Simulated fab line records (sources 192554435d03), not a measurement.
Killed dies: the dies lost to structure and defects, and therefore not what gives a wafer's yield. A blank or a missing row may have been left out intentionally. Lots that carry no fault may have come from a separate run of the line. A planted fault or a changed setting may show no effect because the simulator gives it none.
Chamber matching || flow n5_finfet || N5_BEOL_M2_STRIP_66 on rie_diel-01 has 4 sister chambers
The step strips in CF4. 27 wafers are shown with their chamber, then 12 later ones without.

== EACH WAFER AND ITS CHAMBER ==
{"wafer": "L077.1", "chamber": 1, "drypump_motor_current_A (A)": 5.8, "showerhead_plenum_p_Torr (Torr)": 1.83, "throttle_valve_pct (%)": 13.3}
{"wafer": "L077.2", "chamber": 3, "drypump_motor_current_A (A)": 5.6, "showerhead_plenum_p_Torr (Torr)": 1.81, "throttle_valve_pct (%)": 13.9}
{"wafer": "L077.5", "chamber": 3, "drypump_motor_current_A (A)": 5.7, "showerhead_plenum_p_Torr (Torr)": 1.81, "throttle_valve_pct (%)": 13.9}
{"wafer": "L076.2", "chamber": 1, "drypump_motor_current_A (A)": 5.8, "showerhead_plenum_p_Torr (Torr)": 1.83, "throttle_valve_pct (%)": 13.3}
{"wafer": "L076.5", "chamber": 2, "drypump_motor_current_A (A)": 6.4, "showerhead_plenum_p_Torr (Torr)": 1.84, "throttle_valve_pct (%)": 13.8}
{"wafer": "L076.6", "chamber": 3, "drypump_motor_current_A (A)": 5.6, "showerhead_plenum_p_Torr (Torr)": 1.81, "throttle_valve_pct (%)": 13.9}
{"wafer": "L079.1", "chamber": 3, "drypump_motor_current_A (A)": 5.6, "showerhead_plenum_p_Torr (Torr)": 1.81, "throttle_valve_pct (%)": 13.9}
{"wafer": "L079.2", "chamber": 0, "drypump_motor_current_A (A)": 5.9, "showerhead_plenum_p_Torr (Torr)": 1.72, "throttle_valve_pct (%)": 14.0}
{"wafer": "L079.4", "chamber": 1, "drypump_motor_current_A (A)": 5.8, "showerhead_plenum_p_Torr (Torr)": 1.83, "throttle_valve_pct (%)": 13.3}
{"wafer": "L080.2", "chamber": 0, "drypump_motor_current_A (A)": 5.9, "showerhead_plenum_p_Torr (Torr)": 1.72, "throttle_valve_pct (%)": 14.0}
{"wafer": "L080.3", "chamber": 1, "drypump_motor_current_A (A)": 5.8, "showerhead_plenum_p_Torr (Torr)": 1.83, "throttle_valve_pct (%)": 13.3}
{"wafer": "L080.6", "chamber": 1, "drypump_motor_current_A (A)": 5.8, "showerhead_plenum_p_Torr (Torr)": 1.83, "throttle_valve_pct (%)": 13.3}
{"wafer": "L082.2", "chamber": 1, "drypump_motor_current_A (A)": 5.8, "showerhead_plenum_p_Torr (Torr)": 1.83, "throttle_valve_pct (%)": 13.3}
{"wafer": "L082.3", "chamber": 3, "drypump_motor_current_A (A)": 5.6, "showerhead_plenum_p_Torr (Torr)": 1.81, "throttle_valve_pct (%)": 13.9}
{"wafer": "L082.6", "chamber": 2, "drypump_motor_current_A (A)": 6.5, "showerhead_plenum_p_Torr (Torr)": 1.83, "throttle_valve_pct (%)": 13.2}
{"wafer": "L083.3", "chamber": 3, "drypump_motor_current_A (A)": 5.6, "showerhead_plenum_p_Torr (Torr)": 1.81, "throttle_valve_pct (%)": 13.9}
{"wafer": "L083.4", "chamber": 1, "drypump_motor_current_A (A)": 5.8, "showerhead_plenum_p_Torr (Torr)": 1.83, "throttle_valve_pct (%)": 13.3}
{"wafer": "L083.5", "chamber": 2, "drypump_motor_current_A (A)": 6.5, "showerhead_plenum_p_Torr (Torr)": 1.83, "throttle_valve_pct (%)": 13.2}
{"wafer": "L084.1", "chamber": 2, "drypump_motor_current_A (A)": 6.5, "showerhead_plenum_p_Torr (Torr)": 1.83, "throttle_valve_pct (%)": 13.3}
{"wafer": "L084.2", "chamber": 3, "drypump_motor_current_A (A)": 5.6, "showerhead_plenum_p_Torr (Torr)": 1.81, "throttle_valve_pct (%)": 13.9}
{"wafer": "L084.4", "chamber": 1, "drypump_motor_current_A (A)": 5.8, "showerhead_plenum_p_Torr (Torr)": 1.82, "throttle_valve_pct (%)": 13.3}
{"wafer": "L085.1", "chamber": 0, "drypump_motor_current_A (A)": 5.9, "showerhead_plenum_p_Torr (Torr)": 1.71, "throttle_valve_pct (%)": 14.1}
{"wafer": "L085.4", "chamber": 2, "drypump_motor_current_A (A)": 6.4, "showerhead_plenum_p_Torr (Torr)": 1.83, "throttle_valve_pct (%)": 13.3}
{"wafer": "L085.5", "chamber": 0, "drypump_motor_current_A (A)": 5.9, "showerhead_plenum_p_Torr (Torr)": 1.71, "throttle_valve_pct (%)": 14.0}
{"wafer": "L087.4", "chamber": 3, "drypump_motor_current_A (A)": 5.6, "showerhead_plenum_p_Torr (Torr)": 1.81, "throttle_valve_pct (%)": 13.9}
{"wafer": "L087.5", "chamber": 1, "drypump_motor_current_A (A)": 5.8, "showerhead_plenum_p_Torr (Torr)": 1.82, "throttle_valve_pct (%)": 13.3}
{"wafer": "L087.6", "chamber": 0, "drypump_motor_current_A (A)": 5.9, "showerhead_plenum_p_Torr (Torr)": 1.71, "throttle_valve_pct (%)": 14.0}

SIGNATURES (means of the wafers above)
{"reading": "drypump_motor_current_A", "chamber 0": 5.900, "chamber 1": 5.800, "chamber 2": 6.460, "chamber 3": 5.612, "scatter within a chamber": 0.03}
{"reading": "showerhead_plenum_p_Torr", "chamber 0": 1.7140, "chamber 1": 1.8278, "chamber 2": 1.8320, "chamber 3": 1.8100, "scatter within a chamber": 0.00393}
{"reading": "throttle_valve_pct", "chamber 0": 14.020, "chamber 1": 13.300, "chamber 2": 13.360, "chamber 3": 13.900, "scatter within a chamber": 0.106}
Rule: a wafer lies at a distance from a chamber equal to the root of the sum of squares, over the readings, of (its reading less the chamber's mean, divided by the reading's scatter). The wafer belongs to the nearest chamber; if the next one is less than 2 further off, it can't be placed. The scatter: the root of (the sum of the squares of (reading less its chamber's mean) over the shown wafers, divided by (wafers less chambers)).

== WAFERS MISSING THEIR CHAMBER ==
{"wafer": "L089.2", "drypump_motor_current_A (A)": 5.6, "showerhead_plenum_p_Torr (Torr)": 1.80, "throttle_valve_pct (%)": 13.9}
{"wafer": "L089.3", "drypump_motor_current_A (A)": 5.9, "showerhead_plenum_p_Torr (Torr)": 1.71, "throttle_valve_pct (%)": 14.1}
{"wafer": "L089.6", "drypump_motor_current_A (A)": 6.5, "showerhead_plenum_p_Torr (Torr)": 1.83, "throttle_valve_pct (%)": 13.2}
{"wafer": "L090.4", "drypump_motor_current_A (A)": 5.8, "showerhead_plenum_p_Torr (Torr)": 1.82, "throttle_valve_pct (%)": 13.3}
{"wafer": "L090.5", "drypump_motor_current_A (A)": 5.8, "showerhead_plenum_p_Torr (Torr)": 1.82, "throttle_valve_pct (%)": 13.4}
{"wafer": "L090.6", "drypump_motor_current_A (A)": 6.5, "showerhead_plenum_p_Torr (Torr)": 1.83, "throttle_valve_pct (%)": 13.3}
{"wafer": "L094.4", "drypump_motor_current_A (A)": 5.8, "showerhead_plenum_p_Torr (Torr)": 1.82, "throttle_valve_pct (%)": 13.4}
{"wafer": "L094.5", "drypump_motor_current_A (A)": 5.6, "showerhead_plenum_p_Torr (Torr)": 1.80, "throttle_valve_pct (%)": 13.9}
{"wafer": "L094.6", "drypump_motor_current_A (A)": 5.9, "showerhead_plenum_p_Torr (Torr)": 1.71, "throttle_valve_pct (%)": 14.1}
{"wafer": "L095.2", "drypump_motor_current_A (A)": 5.8, "showerhead_plenum_p_Torr (Torr)": 1.82, "throttle_valve_pct (%)": 13.4}
{"wafer": "L095.3", "drypump_motor_current_A (A)": 5.6, "showerhead_plenum_p_Torr (Torr)": 1.80, "throttle_valve_pct (%)": 14.0}
{"wafer": "L095.5", "drypump_motor_current_A (A)": 5.8, "showerhead_plenum_p_Torr (Torr)": 1.82, "throttle_valve_pct (%)": 13.4}

== EACH ONE'S CHAMBER ==
{"wafer": "L089.2", "from the rows above": 3, "in truth": 3}
{"wafer": "L089.3", "from the rows above": 0, "in truth": 0}
{"wafer": "L089.6", "from the rows above": 2, "in truth": 2}
{"wafer": "L090.4", "from the rows above": 1, "in truth": 1}
{"wafer": "L090.5", "from the rows above": 1, "in truth": 1}
{"wafer": "L090.6", "from the rows above": 2, "in truth": 2}
{"wafer": "L094.4", "from the rows above": 1, "in truth": 1}
{"wafer": "L094.5", "from the rows above": 3, "in truth": 3}
{"wafer": "L094.6", "from the rows above": 0, "in truth": 0}
{"wafer": "L095.2", "from the rows above": 1, "in truth": 1}
{"wafer": "L095.3", "from the rows above": 3, "in truth": 3}
{"wafer": "L095.5", "from the rows above": 1, "in truth": 1}
Correct placement for 12 of the 12. Can't be placed from these rows: 0. Number placed wrongly: 0.
